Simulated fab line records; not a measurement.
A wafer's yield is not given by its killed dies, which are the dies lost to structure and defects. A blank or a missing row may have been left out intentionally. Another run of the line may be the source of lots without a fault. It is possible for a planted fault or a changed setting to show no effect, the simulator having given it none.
Struck lot and sound lot, side by side :: flow nand harc :: 15 out of 1159 route steps
Sound: wafers L955.1, L955.3, L955.5. Wafers L971.4, L971.5, L971.6 were the ones struck. Last of all comes the cause.
At each step with rows: each side's tool, then ch and its chambers, then its first start. Under that, the readings that differ: sound wafers :: struck wafers :: difference of the means :: sigmas: that difference in standard deviations of wafers without a fault.
alike: readings whose means differ by less than 2 such deviations, and words and numbers that are the same on both sides. not compared: withheld readings, readings that some wafer has no value for, bounds like >300 that may hide the same value, and numbers for which the record gives no deviation and whose values overlap.
A row with sigmas, a row that says differs or no value, or rows on one side alone: a step with any of these is where the two part. Non-overlapping numbers with no deviation appear without sigmas and do not part them. A reading that every wafer of one side lacks parts them only if that side has two wafers or more.

first, 9 steps without rows for these wafers: NHARC_P_ZERO_WELL_STRIP_28 (strips in SPM, time 840 s); NHARC_P_ZERO_WELL_DEHYDRATE_29 (time 120 s); NHARC_P_ZERO_WELL_HMDS_30 (time 30 s); NHARC_P_ZERO_WELL_COAT_31; NHARC_P_ZERO_WELL_SOFTBAKE_32 (time 95 s); NHARC_P_ZERO_WELL_EBR_33; NHARC_P_ZERO_WELL_EXPOSE_34 (exposes mask P PWELL, target cd 720 nm); NHARC_P_ZERO_WELL_PEB_35 (peb time 85 s); NHARC_P_ZERO_WELL_DEVELOP_36 (time 70 s).
NHARC_P_ZERO_WELL_CD_MEAS_37 targets a cd of 720 nm.
  sound on cd sem-02 ch 0, day 1 16:32; struck on cd sem-03 ch 0, day 5 16:04
  alike: cd nm
then, 1 step without rows for these wafers: NHARC_P_ZERO_WELL_HARDBAKE_38 (time 80 s).
NHARC_P_ZERO_WELL_DESCUM_39: chemistry O2, time 3 s.
  sound on rie diel-07 ch 0,2, day 1 16:42; struck on rie diel-10 ch 0,3, day 5 16:13
reading: mfc ar sccm (sccm)
sound: 0.010 0.020 0.020
struck: 0 0 0.000
difference: +0
sigmas: -3

reading: showerhead plenum p Torr (Torr)
sound: 1.86 1.92 1.92
struck: 1.80 1.80 1.85
difference: -0.08
sigmas: -2
  alike: drypump motor current A, oes product au, rf vpp V, throttle valve pct
  not compared: rf hours counter h
NHARC_P_ZERO_WELL_IMPLANT_40:
  sound on implanter-02 ch 0, day 1 16:57; struck on implanter-02 ch 0, day 5 16:27
reading: dose ions cm2
sound: 1.0005e+13 9.991e+12 9.996e+12
struck: 7.356e+12 7.32e+12 7.333e+12
difference: -2.661e+12
sigmas: -99 or more

reading: faraday current uA
sound: 127.4 122.2 129.6
struck: 93.7 93.1 92.1
difference: -33.4
sigmas: -14
after that, 1 step had no rows for these wafers: NHARC_P_ZERO_WELL_IMPLANT_59.
-- break in the record here, with 18 days between the starts of the struck wafers on either side (left off in module P_ZERO_WELL, picked up again in module END, where the first step shown is number 1159 on the route) --
NHARC_END_SORT_01:
  sound on prober-01 ch 0, day 19 06:13; struck on prober-02 ch 0, day 23 08:08
  alike: killed at array, killed at other, killed at periphery, killed dies, killed open, killed short

WHERE THEY PART
First at NHARC_P_ZERO_WELL_DESCUM_39; last, within this record, at NHARC_P_ZERO_WELL_IMPLANT_40. Later steps at which nothing parts them and some readings are alike: NHARC_END_SORT_01.

WHY: what had been put in by the simulator
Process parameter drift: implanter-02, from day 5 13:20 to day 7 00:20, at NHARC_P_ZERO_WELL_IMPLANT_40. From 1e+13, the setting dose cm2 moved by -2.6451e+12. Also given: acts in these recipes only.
